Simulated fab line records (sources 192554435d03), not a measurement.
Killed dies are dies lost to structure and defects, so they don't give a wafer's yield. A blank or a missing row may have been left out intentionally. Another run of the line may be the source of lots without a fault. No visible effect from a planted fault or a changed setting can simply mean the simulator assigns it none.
fab line records + flow n5Finfet + part 2 of 2: steps 7 to 7 of 7
record
- lots=8
- wafers=24
- lastDay=18
route steps=1938 shown STI_FIN_REVEAL@183 BEOL_M4@1111 PASSIVATION@1936
lots with no fault: from the same line, run without faults
startH: hours from the record's opening day to when the first of the lot's shown wafers began + waitH: time in hours since the lot's previous step + " same as the row above + L1.1+2: several wafers, shown together as one row + - value missing, or start not given + * or withheld: withheld + < > ~ a bound
route shown NAME@n: NAME is a module with steps in the file, n the number in the route of the first one + usual: the fault-free wafers' mean and standard deviation + same: alike in all rows + chamber/n: place in a boat + sites: per-site readings + _std_site: the standard deviation of these + _edge_site: the outer-site mean with the inner-site mean subtracted + radiusMm: how far each site lies from the wafer's centre + mask NAME#n: copy n + behind: the tool/chamber that last shaped the wafer + hold: why the lot was held/for how many hours/how that ended + device: which transistor (n, p or np) failed to switch + end of line: the tests these same wafers got at the end of their route + where a step has no rows: the recipe by itself + killed: count of dies lost to structure and defects at first sort (not the wafer's yield) + map: the dies of a wafer, with x for killed, . for not killed, _ for no die there
set.NAME: the setting the step ran with; set.NAME@STEP: the setting that earlier step ran with + model.NAME: the simulator's own value behind a step, which no gauge read
a sample of lots followed through the steps of the route, with each step as a table and each wafer as a row
services: the hour from which a tool's chamber was out of use, counted from the record's first day as startH (under 0 if before that day), plus the number of hours and why
## steps
# step N5_PASSIVATION_PROBE_49
# usual
- defectLimitedYield=91.7/1.5
- killed_at_M0_to_M3=32/9.6
- killed_at_M4_up=13/5.3
- killedAtContacts=12/6.8
- killedAtFrontEnd=36/9.8
- killedAtOther=4/3.1
- killedDies=98/17
- killedOpen=65/13
- killedShort=32/8.5
- sort_bin_4_leakage=0.00/0.007
- sort_bin_5_function=4.9/0.93
- sort_bin_6_memory=3.2/0.67
- sortNPass=1082/17
- sortYieldPct=91.7/1.4
# same
- grossDies=1180
- killedAtBackSide=0
- sort_bin_8_speed[%]=0
| lot.wafer | tool      | chamber | startH | waitH | defectLimitedYield[%] | killed_at_M0_to_M3 | killed_at_M4_up | killedAtContacts | killedAtFrontEnd | killedAtOther | killedDies | killedOpen | killedShort | sort_bin_4_leakage[%] | sort_bin_5_function[%] | sort_bin_6_memory[%] | sortNPass | sortYieldPct[%] |
|-----------|-----------|---------|--------|-------|-----------------------|--------------------|-----------------|------------------|------------------|---------------|------------|------------|-------------|-----------------------|------------------------|----------------------|-----------|-----------------|
| L576.1    | prober-01 | -       | 272.12 | 0.0   | 92.8                  | 33                 | 10              | 14               | 28               | 0             | 85         | 63         | 21          | 0                     | 4.7                    | 2.4                  | 1095      | 92.8            |
| L576.2    | prober-01 | -       | 272.17 | 0.1   | 91.0                  | 34                 | 6               | 27               | 37               | 2             | 106        | 71         | 34          | 0                     | 4.6                    | 4.4                  | 1074      | 91.0            |
| L576.3    | prober-01 | -       | 272.22 | 0.1   | 91.3                  | 42                 | 7               | 15               | 37               | 2             | 103        | 64         | 38          | 0                     | 5.3                    | 3.1                  | 1077      | 91.3            |
| L578.3    | prober-02 | -       | 280.44 | 0.1   | 90.9                  | 22                 | 14              | 12               | 56               | 3             | 107        | 72         | 31          | 0                     | 5.2                    | 3.6                  | 1073      | 90.9            |
| L578.4    | prober-02 | -       | 280.49 | 0.2   | 90.7                  | 37                 | 17              | 11               | 39               | 6             | 110        | 65         | 45          | 0                     | 5.6                    | 3.4                  | 1070      | 90.7            |
| L578.6    | prober-02 | -       | 280.59 | 0.3   | 91.3                  | 40                 | 8               | 9                | 40               | 6             | 103        | 56         | 45          | 0                     | 5.7                    | 2.6                  | 1077      | 91.3            |
| L579.3    | prober-02 | -       | 281.45 | 0.1   | 93.6                  | 23                 | 10              | 9                | 31               | 3             | 76         | 49         | 26          | 93.56                 | 3.1                    | 2.9                  | 0         | 0               |
| L579.4    | prober-02 | -       | 281.50 | 0.2   | 92.6                  | 22                 | 14              | 10               | 39               | 2             | 87         | 48         | 38          | 92.63                 | 4.3                    | 2.9                  | 0         | 0               |
| L579.6    | prober-02 | -       | 281.60 | 0.3   | 92.0                  | 24                 | 13              | 3                | 49               | 5             | 94         | 58         | 34          | 92.03                 | 4.7                    | 3.1                  | 0         | 0               |
| L581.3    | prober-01 | -       | 294.73 | 0.1   | 93.6                  | 29                 | 15              | 16               | 13               | 3             | 76         | 56         | 18          | 0                     | 3.5                    | 2.8                  | 1104      | 93.6            |
| L581.4    | prober-01 | -       | 294.78 | 0.2   | 92.7                  | 32                 | 10              | 12               | 28               | 4             | 86         | 53         | 32          | 0                     | 4.6                    | 2.5                  | 1094      | 92.7            |
| L581.6    | prober-01 | -       | 294.88 | 0.3   | 91.4                  | 36                 | 10              | 6                | 44               | 5             | 101        | 78         | 23          | 0                     | 5.0                    | 3.5                  | 1079      | 91.4            |
| L592.2    | prober-01 | -       | 362.13 | 0.1   | 91.8                  | 33                 | 16              | 21               | 25               | 2             | 97         | 61         | 34          | 0                     | 4.3                    | 3.6                  | 1083      | 91.8            |
| L592.3    | prober-01 | -       | 362.18 | 0.1   | 92.5                  | 29                 | 15              | 22               | 22               | 1             | 89         | 58         | 30          | 0                     | 4.1                    | 3.5                  | 1091      | 92.5            |
| L592.4    | prober-01 | -       | 362.23 | 0.2   | 92.8                  | 21                 | 10              | 16               | 36               | 2             | 85         | 67         | 13          | 0                     | 4.1                    | 2.5                  | 1095      | 92.8            |
| L595.1    | prober-02 | -       | 388.96 | 0.0   | 90.3                  | 39                 | 8               | 14               | 45               | 9             | 115        | 74         | 41          | 0                     | 6.4                    | 3.1                  | 1065      | 90.3            |
| L595.2    | prober-02 | -       | 389.01 | 0.1   | 90.0                  | 49                 | 14              | 19               | 35               | 1             | 118        | 76         | 42          | 0                     | 6.3                    | 3.3                  | 1062      | 90.0            |
| L595.3    | prober-02 | -       | 389.06 | 0.1   | 89.3                  | 64                 | 15              | 11               | 31               | 5             | 126        | 83         | 43          | 0                     | 6.0                    | 4.4                  | 1054      | 89.3            |
| L598.1    | prober-02 | -       | 395.78 | 0.0   | 90.9                  | 40                 | 16              | 12               | 31               | 8             | 107        | 73         | 34          | 0                     | 5.2                    | 3.6                  | 1073      | 90.9            |
| L598.2    | prober-02 | -       | 395.83 | 0.1   | 89.1                  | 45                 | 15              | 14               | 46               | 9             | 129        | 84         | 45          | 0                     | 6.9                    | 3.6                  | 1051      | 89.1            |
| L598.4    | prober-02 | -       | 395.93 | 0.2   | 88.1                  | 40                 | 19              | 19               | 52               | 10            | 140        | 85         | 55          | 0                     | 7.3                    | 4.1                  | 1040      | 88.1            |
| L599.4    | prober-02 | -       | 422.61 | 0.2   | 92.2                  | 28                 | 8               | 17               | 39               | 0             | 92         | 63         | 23          | 0                     | 4.6                    | 2.7                  | 1088      | 92.2            |
| L599.5    | prober-02 | -       | 422.66 | 0.2   | 92.5                  | 29                 | 6               | 12               | 41               | 0             | 88         | 57         | 27          | 0                     | 3.9                    | 3.1                  | 1092      | 92.5            |
| L599.6    | prober-02 | -       | 422.71 | 0.3   | 90.1                  | 20                 | 18              | 10               | 65               | 4             | 117        | 82         | 35          | 0                     | 5.1                    | 4.4                  | 1063      | 90.1            |
# killed by level:class
L576.1 BEOL_M0_SAQP:geometricParticle:open=14 STI_FIN_REVEAL:geometricParticle:open=12 MOL_CONTACT_COAG:geometricParticle:open=12 BEOL_M0_SAQP:geometricParticle:short=8 FIN_SAQP:geometricParticle:short=5 BEOL_M3:geometricParticle:open=5 FIN_SAQP:geometricParticle:open=4 BEOL_M1:geometricParticle:open=3
L576.2 MOL_CONTACT_COAG:geometricParticle:open=21 BEOL_M0_SAQP:geometricParticle:open=10 STI_FIN_REVEAL:geometricParticle:open=9 GATE_CUT:geometricParticle:short=7 BEOL_M3:geometricParticle:open=7 MOL_CONTACT_COAG:geometricParticle:short=6 DUMMY_GATE:geometricParticle:open=4 BEOL_M0_SAQP:geometricParticle:short=4
L576.3 BEOL_M0_SAQP:geometricParticle:short=15 MOL_CONTACT_COAG:geometricParticle:open=13 BEOL_M0_SAQP:geometricParticle:open=11 FIN_SAQP:geometricParticle:short=8 STI_FIN_REVEAL:geometricParticle:open=7 DUMMY_GATE:geometricParticle:open=7 FIN_SAQP:geometricParticle:open=6 BEOL_M3:geometricParticle:open=6
L578.3 FIN_SAQP:geometricParticle:short=10 STI_FIN_REVEAL:geometricParticle:open=9 MOL_CONTACT_COAG:geometricParticle:open=8 FIN_SAQP:geometricParticle:open=6 BEOL_M4:geometricParticle:open=6 DUMMY_GATE:geometricParticle:open=5 GATE_CUT:geometricParticle:short=5 BEOL_M3:geometricParticle:open=5
L578.4 BEOL_M3:geometricParticle:open=15 BEOL_M0_SAQP:geometricParticle:short=9 FIN_SAQP:geometricParticle:short=8 MOL_CONTACT_COAG:geometricParticle:open=8 BEOL_M5:geometricParticle:open=7 FIN_SAQP:geometricParticle:open=6 DUMMY_GATE:geometricParticle:open=5 BEOL_M0_SAQP:geometricParticle:open=5
L578.6 FIN_SAQP:geometricParticle:short=14 BEOL_M0_SAQP:geometricParticle:open=11 BEOL_M0_SAQP:geometricParticle:short=11 GATE_CUT:geometricParticle:short=7 MOL_CONTACT_COAG:geometricParticle:open=7 GATE_CUT:geometricParticle:open=6 BEOL_M3:geometricParticle:open=6 STI_FIN_REVEAL:geometricParticle:open=5
L579.3 FIN_SAQP:geometricParticle:short=10 MOL_CONTACT_COAG:geometricParticle:open=9 GATE_CUT:geometricParticle:short=7 BEOL_M1:geometricParticle:open=7 FIN_SAQP:geometricParticle:open=5 BEOL_M4:geometricParticle:open=5 BEOL_M0_SAQP:geometricParticle:open=4 BEOL_M2:geometricParticle:open=4
L579.4 FIN_SAQP:geometricParticle:short=13 MOL_CONTACT_COAG:geometricParticle:open=8 FIN_SAQP:geometricParticle:open=6 STI_FIN_REVEAL:geometricParticle:open=6 BEOL_M0_SAQP:geometricParticle:short=5 BEOL_M1:geometricParticle:open=5 BEOL_M2:geometricParticle:open=5 STI_FIN_REVEAL:geometricParticle:short=3
L579.6 FIN_SAQP:geometricParticle:open=10 GATE_CUT:geometricParticle:short=7 BEOL_M1:geometricParticle:open=6 BEOL_M0_SAQP:geometricParticle:open=5 STARTING-WAFER:geometricParticle:open=5 FIN_SAQP:geometricParticle:short=4 DUMMY_GATE:geometricParticle:open=4 GATE_CUT:geometricParticle:open=4
L581.3 MOL_CONTACT_COAG:geometricParticle:open=14 BEOL_M0_SAQP:geometricParticle:short=9 BEOL_M4:geometricParticle:open=7 BEOL_M0_SAQP:geometricParticle:open=6 BEOL_M2:geometricParticle:open=5 BEOL_M1:geometricParticle:open=4 BEOL_M3:geometricParticle:open=4 GATE_CUT:geometricParticle:short=3
L581.4 BEOL_M0_SAQP:geometricParticle:short=9 STI_FIN_REVEAL:geometricParticle:open=8 MOL_CONTACT_COAG:geometricParticle:short=8 BEOL_M2:geometricParticle:open=8 BEOL_M0_SAQP:geometricParticle:open=6 DUMMY_GATE:geometricParticle:open=5 MOL_CONTACT_COAG:geometricParticle:open=4 BEOL_M1:geometricParticle:open=4
L581.6 STI_FIN_REVEAL:geometricParticle:open=20 BEOL_M2:geometricParticle:open=11 BEOL_M0_SAQP:geometricParticle:open=7 FIN_SAQP:geometricParticle:open=5 MOL_CONTACT_COAG:geometricParticle:open=5 BEOL_M0_SAQP:geometricParticle:short=4 BEOL_M1:geometricParticle:open=4 BEOL_M3:geometricParticle:open=4
L592.2 MOL_CONTACT_COAG:geometricParticle:open=13 BEOL_M0_SAQP:geometricParticle:short=10 BEOL_M4:geometricParticle:open=9 MOL_CONTACT_COAG:geometricParticle:short=8 BEOL_M0_SAQP:geometricParticle:open=8 BEOL_M3:geometricParticle:open=7 STI_FIN_REVEAL:geometricParticle:open=5 GATE_CUT:geometricParticle:short=4
L592.3 MOL_CONTACT_COAG:geometricParticle:open=18 BEOL_M0_SAQP:geometricParticle:short=8 BEOL_M0_SAQP:geometricParticle:open=7 STI_FIN_REVEAL:geometricParticle:open=5 BEOL_M3:geometricParticle:open=5 MOL_CONTACT_COAG:geometricParticle:short=4 FIN_SAQP:geometricParticle:short=3 GATE_CUT:geometricParticle:open=3
L592.4 MOL_CONTACT_COAG:geometricParticle:open=13 BEOL_M3:geometricParticle:open=13 FIN_SAQP:geometricParticle:open=10 BEOL_M4:geometricParticle:open=6 DUMMY_GATE:geometricParticle:open=5 HKMG_FIN:areaEtch=5 STI_FIN_REVEAL:geometricParticle:open=4 FIN_SAQP:geometricParticle:short=3
L595.1 FIN_SAQP:geometricParticle:open=14 FIN_SAQP:geometricParticle:short=12 MOL_CONTACT_COAG:geometricParticle:open=11 BEOL_M0_SAQP:geometricParticle:short=11 BEOL_M0:geometricParticle:open=7 BEOL_M1:geometricParticle:open=6 BEOL_M2:geometricParticle:open=6 DUMMY_GATE:geometricParticle:open=5
L595.2 MOL_CONTACT_COAG:geometricParticle:open=17 BEOL_M0_SAQP:geometricParticle:short=15 BEOL_M1:geometricParticle:open=12 BEOL_M0_SAQP:geometricParticle:open=9 BEOL_M4:geometricParticle:open=8 FIN_SAQP:geometricParticle:open=6 BEOL_M2:geometricParticle:open=5 STARTING-WAFER:geometricParticle:open=5
L595.3 BEOL_M0_SAQP:geometricParticle:open=25 BEOL_M0_SAQP:geometricParticle:short=20 FIN_SAQP:geometricParticle:open=13 FIN_SAQP:geometricParticle:short=9 BEOL_M2:geometricParticle:open=9 MOL_CONTACT_COAG:geometricParticle:open=6 MOL_CONTACT_COAG:geometricParticle:short=5 BEOL_M0:geometricParticle:open=4
L598.1 BEOL_M0_SAQP:geometricParticle:short=12 MOL_CONTACT_COAG:geometricParticle:open=11 BEOL_M0_SAQP:geometricParticle:open=10 FIN_SAQP:geometricParticle:open=7 BEOL_M3:geometricParticle:open=5 BEOL_M4:geometricParticle:open=5 STI_FIN_REVEAL:geometricParticle:open=4 STARTING-WAFER:geometricParticle:open=4
L598.2 MOL_CONTACT_COAG:geometricParticle:open=13 FIN_SAQP:geometricParticle:short=12 BEOL_M0_SAQP:geometricParticle:open=11 BEOL_M3:geometricParticle:open=10 FIN_SAQP:geometricParticle:open=8 BEOL_M0_SAQP:geometricParticle:short=8 BEOL_M1:geometricParticle:open=5 BEOL_M2:geometricParticle:open=5
L598.4 FIN_SAQP:geometricParticle:open=16 MOL_CONTACT_COAG:geometricParticle:open=16 FIN_SAQP:geometricParticle:short=14 BEOL_M0_SAQP:geometricParticle:short=11 BEOL_M3:geometricParticle:open=10 BEOL_M0_SAQP:geometricParticle:open=9 BEOL_M4:geometricParticle:open=6 BEOL_M4:geometricParticle:short=5
L599.4 MOL_CONTACT_COAG:geometricParticle:open=15 FIN_SAQP:geometricParticle:open=11 BEOL_M1:geometricParticle:open=8 BEOL_M2:geometricParticle:open=8 FIN_SAQP:geometricParticle:short=6 GATE_CUT:geometricParticle:short=5 GATE_CUT:geometricParticle:open=4 BEOL_M0:geometricParticle:open=4
L599.5 MOL_CONTACT_COAG:geometricParticle:open=12 FIN_SAQP:geometricParticle:short=9 BEOL_M2:geometricParticle:open=7 DUMMY_GATE:geometricParticle:open=6 BEOL_M0_SAQP:geometricParticle:open=5 FIN_SAQP:geometricParticle:open=4 STI_FIN_REVEAL:geometricParticle:open=4 BEOL_M0_SAQP:geometricParticle:short=4
L599.6 STI_FIN_REVEAL:geometricParticle:open=12 FIN_SAQP:geometricParticle:open=8 FIN_SAQP:geometricParticle:short=8 MOL_CONTACT_COAG:geometricParticle:open=8 GATE_CUT:geometricParticle:short=7 BEOL_M2:geometricParticle:open=7 BEOL_M4:geometricParticle:open=7 ILD0:geometricParticle:open=6
## services
| tool       | chamber | startH | hours | kind                        |
|------------|---------|--------|-------|-----------------------------|
| rieSi-04   | 2       | 13.97  | 7.2   | repair                      |
| aldSin-04  | 1       | 23.18  | 4.0   | repair                      |
| rieDiel-05 | -       | 23.58  | 0.9   | repair                      |
| rieDiel-02 | 3       | 26.26  | -     | clean                       |
| rieDiel-02 | 3       | 26.26  | -     | consumableReplace:focusRing |
| rieDiel-02 | 3       | 26.26  | 27.9  | scheduledDown               |
| rieDiel-02 | 3       | 26.26  | 27.9  | ventCycle                   |
| aldSin-03  | 0       | 28.07  | 2.9   | repair                      |
| aldSin-01  | -       | 30.57  | 1.3   | repair                      |
| rieDiel-02 | -       | 63.38  | 14.6  | pm                          |
| aldSin-01  | -       | 71.39  | 28.1  | pm                          |
| rieSi-01   | -       | 74.99  | 0.5   | repair                      |
| aldSin-04  | -       | 76.36  | 0.5   | repair                      |
| rieSi-01   | -       | 90.86  | 0.3   | repair                      |
| aldSin-03  | -       | 99.72  | 6.0   | pm                          |
| rieDiel-04 | -       | 99.96  | 4.3   | pm                          |
| aldSin-01  | -       | 100.97 | 0.3   | repair                      |
| rieDiel-02 | -       | 110.97 | 2.8   | pm                          |
| rieDiel-05 | 0       | 113.45 | 3.9   | repair                      |
| rieDiel-05 | -       | 116.55 | 0.5   | repair                      |
| rieDiel-04 | 3       | 144.48 | 1.3   | repair                      |
| rieDiel-04 | 1       | 165.57 | 6.6   | repair                      |
| rieDiel-02 | 1       | 169.13 | 2.1   | repair                      |
| rieSi-03   | 3       | 172.25 | 1.7   | repair                      |
## key
firstSign
- step=N5_STI_FIN_REVEAL_FIN_H_MEAS_10
- reading=trenchDepthNm
- direction=down
- sigmas=17
- usual=51.8
- struck=42.0
effect
- step=N5_BEOL_M4_RC_MEAS_101
- reading=IOFF_P
- direction=up
- sigmas=99+
- usual=0.22
- struck=25.47
effect
- step=N5_BEOL_M4_RC_MEAS_101
- reading=IOFF_P_85C
- direction=up
- sigmas=99+
- usual=3.8
- struck=206.5
effect
- step=N5_BEOL_M4_RC_MEAS_101
- reading=SS_P
- direction=up
- sigmas=99+
- usual=73.4
- struck=148.1
effect
- step=N5_BEOL_M4_RC_MEAS_101
- reading=IOFF_P_LIN
- direction=up
- sigmas=33
- usual=0.102
- struck=0.544
effect
- step=N5_BEOL_M4_RC_MEAS_101
- reading=DIBL_P
- direction=up
- sigmas=26
- usual=36.7
- struck=93.4
effect
- step=N5_BEOL_M4_RC_MEAS_101
- reading=ION_P
- direction=down
- sigmas=9.3
- usual=461
- struck=395
effect
- step=N5_BEOL_M4_RC_MEAS_101
- reading=REXT_P
- direction=up
- sigmas=3.8
- usual=101.1
- struck=110.3
effect
- step=N5_BEOL_M4_RC_MEAS_101
- reading=CJ_N
- direction=missing
effect
- step=N5_BEOL_M4_RC_MEAS_101
- reading=DIBL_N
- direction=missing
effect
- step=N5_BEOL_M4_RC_MEAS_101
- reading=EOT_N
- direction=missing
effect
- step=N5_BEOL_M4_RC_MEAS_101
- reading=IGATE_N
- direction=missing
effect
- step=N5_BEOL_M4_RC_MEAS_101
- reading=IOFF_N
- direction=missing
effect
- step=N5_PASSIVATION_PROBE_49
- reading=sort_bin_4_leakage
- direction=up
- sigmas=99+
- usual=0.00
- struck=92.74
metAt N5_STI_FIN_REVEAL_ETCHBACK_08
struckLots L579
struckWafers L579.3,L579.4,L579.6
notActingAt N5_STI_FIN_REVEAL_ALD_00,N5_STI_FIN_REVEAL_THK_MEAS_05,N5_STI_FIN_REVEAL_ETCH_34
onsetBetween 46.74 53.66
fault
- kind=processParameterDrift
- tool=rieDiel-02
- chamber=-
- onsetH=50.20
- steps=N5_STI_FIN_REVEAL_ETCHBACK_08
- channel=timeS
- offset=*
- shape=step
- endH=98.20
- scope=struckWafersOnly
- actsIn=*
- stated=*
